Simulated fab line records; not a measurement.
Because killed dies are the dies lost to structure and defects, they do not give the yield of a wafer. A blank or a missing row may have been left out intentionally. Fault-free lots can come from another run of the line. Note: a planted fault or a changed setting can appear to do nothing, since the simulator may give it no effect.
A struck lot beside a sound one    flow nand-harc    39 steps out of a route of 1302
Sound: wafers L254.1, L254.4, L254.6. Wafers struck: L261.2, L261.4, L261.5. The cause comes at the end.
Order at every step that has rows: each side's tool, ch and its chambers, its first start. Under that, the readings that differ: sound wafers    struck wafers    difference of the means    sigmas: that difference in standard deviations of wafers without a fault.
alike: readings with means less than 2 such deviations apart, plus words and numbers identical on both sides. not compared: withheld readings, readings lacking a value on some wafer, bounds such as >300 that could conceal the same value, and numbers that have no deviation in the record and whose values overlap.
Wherever a step has rows on one side only, a row that says differs or no value, or a row with sigmas, the two part there. Numbers that have no deviation but don't overlap get no sigmas and don't part them. Lack of a reading on every wafer of one side parts them only where that side has two or more wafers.

NHARC_A_CHANNEL_HOLE_D1_ETCH_44: etches the open film in CF4/O2, target depth 140 nm, overetch 14 nm, time 77 s.
  sound on rie-diel-05 ch 0,2,3, day 9 13:38; struck on rie-diel-05 ch 1,2, day 12 04:14
  alike: drypump-motor-current-A, oes_o_777_au, oes-product-au, rf-vpp-V, showerhead-plenum-p-Torr, throttle-valve-pct
  not compared: rf-hours-counter-h
then, 3 steps without rows for these wafers: NHARC_A_CHANNEL_HOLE_D1_STRIP_27 (strips in O2); NHARC_A_CHANNEL_HOLE_D1_PRECLEAN_28 (cleans in SC1); NHARC_A_CHANNEL_HOLE_D1_SRD_29.
NHARC_A_CHANNEL_HOLE_D1_CD_MEAS_30:
  sound on cd-sem-03, day 9 14:26; struck on cd-sem-01, day 12 05:02
  alike: cd-nm
following that, these wafers have no rows for 1 step: NHARC_A_CHANNEL_HOLE_D1_XSEM_31.
NHARC_A_CHANNEL_HOLE_D1_INSPECT_40:
  sound on defect-inspect-02, day 9 14:37; struck on defect-inspect-02, day 12 05:13
reading           sound     struck       difference  sigmas
raw-defect-count  31 47 53  133 131 120  +84         +3
then, 2 steps without rows for these wafers: NHARC_A_CHANNEL_FILL_D1_PRECLEAN_00 (cleans in SC1); NHARC_A_CHANNEL_FILL_D1_SRD_01.
NHARC_A_CHANNEL_FILL_D1_ALD_02: deposits SiO2, target thk 6 nm, pulse time 10 s, ald cycles 60.
  sound on ald-hk-02 ch 2,3, day 9 14:49; struck on ald-hk-02 ch 0,3, day 12 05:29
  alike: heater-power-w, precursor-pulse-height-rel
NHARC_A_CHANNEL_FILL_D1_ALD_03: deposits SiNx, target thk 6 nm, pulse time 60 s, ald cycles 58.
  sound on ald-sin-batch-01 ch 0; struck on ald-sin-batch-01 ch 0
  alike: precursor-pulse-height-rel
NHARC_A_CHANNEL_FILL_D1_ALD_14: deposits SiO2, target thk 2.5 nm, pulse time 10 s, ald cycles 25.
  sound on ald-hk-03 ch 1,3, day 9 19:58; struck on ald-hk-04 ch 0,2,3, day 12 12:28
  alike: heater-power-w, precursor-pulse-height-rel
NHARC_A_CHANNEL_FILL_D1_ALD_15: deposits SiNx, target thk 2 nm, pulse time 60 s, ald cycles 19.
  sound on ald-sin-batch-01 ch 0, day 9 23:02; struck on ald-sin-batch-01 ch 0, day 12 15:44
  alike: precursor-pulse-height-rel
then, 5 steps without rows for these wafers: NHARC_A_CHANNEL_FILL_D1_ALD_16 (deposits SiO2, target thk 1.5 nm, pulse time 10 s, ald cycles 15); NHARC_A_CHANNEL_FILL_D1_ANNEAL_17 (time 1800 s); NHARC_A_CHANNEL_FILL_D1_CVD_18 (deposits poly-Si, target thk 3 nm); NHARC_A_CHANNEL_FILL_D1_ETCHBACK_19 (etches the open film in HBr/Cl2, target depth 5 nm, time 1.7 s); NHARC_A_CHANNEL_FILL_D1_ETCHBACK_20 (etches the open film in C4F8/O2/Ar, target depth 27 nm, time 13.5 s).
NHARC_A_CHANNEL_FILL_D1_STRIP_28: strips in O2, time 20 s.
  sound on rie-diel-10 ch 0,1,3, day 10 13:08; struck on rie-diel-02 ch 0,1,2, day 13 06:11
  alike: drypump-motor-current-A, oes-product-au, rf-vpp-V, showerhead-plenum-p-Torr, throttle-valve-pct
  not compared: rf-hours-counter-h
then, 19 steps without rows for these wafers: NHARC_A_CHANNEL_FILL_D1_PRECLEAN_21 (cleans in dHF, time 30 s); NHARC_A_CHANNEL_FILL_D1_SRD_23; NHARC_A_CHANNEL_FILL_D1_CVD_05 (deposits poly-Si, target thk 5 nm); NHARC_A_CHANNEL_FILL_D1_ANNEAL_22 (time 7200 s); NHARC_A_CHANNEL_FILL_D1_ALD_25 (deposits SiOx, target thk 60 nm, pulse time 10 s, ald cycles 600); NHARC_A_CHANNEL_FILL_D1_ETCHBACK_08 (etches the open film in C4F8, target depth 220 nm, time 110 s); NHARC_A_CHANNEL_FILL_D1_STRIP_29 (strips in O2, time 20 s); NHARC_A_CHANNEL_FILL_D1_PRECLEAN_30 (cleans in dHF, time 30 s); NHARC_A_CHANNEL_FILL_D1_SRD_31; NHARC_A_CHANNEL_FILL_D1_CVD_09 (deposits poly-Si, target thk 150 nm, time 3000 s); NHARC_A_CHANNEL_FILL_D1_CMP_10 (polishes, target thk 150 nm); NHARC_A_CHANNEL_FILL_D1_SRD_12; NHARC_A_DECK1_JOINT_ETCHBACK_07 (etches the open film in HBr, target depth 105 nm, time 26.9 s); NHARC_A_DECK1_JOINT_ETCH_25 (etches SiO2 in dHF, target depth 0.5 nm); NHARC_A_DECK1_JOINT_ETCH_19 (etches poly-Si in TMAH, target depth 3 nm); NHARC_A_DECK1_JOINT_ETCH_18 (etches SiO2 in dHF, target depth 3 nm); NHARC_A_DECK1_JOINT_WET_08 (chemistry H3PO4, time 86 s); NHARC_A_DECK1_JOINT_ETCH_09 (etches SiO2 in dHF, target depth 5 nm); NHARC_A_DECK1_JOINT_WET_10 (chemistry H3PO4, time 86 s).
-- record jumps: 14 days between struck wafers' starts before vs after; left off in module A_DECK1_JOINT, resumes in module END, first step shown is number 1302 of the route --
NHARC_END_SORT_01:
  here the record holds rows for the struck wafers (prober-02 ch 0, day 27 07:26) but none for the sound ones

## WHERE THEY PART
Earliest at NHARC_A_CHANNEL_HOLE_D1_INSPECT_40; latest, in this record, at NHARC_END_SORT_01.

WHY: the cause the simulator had injected
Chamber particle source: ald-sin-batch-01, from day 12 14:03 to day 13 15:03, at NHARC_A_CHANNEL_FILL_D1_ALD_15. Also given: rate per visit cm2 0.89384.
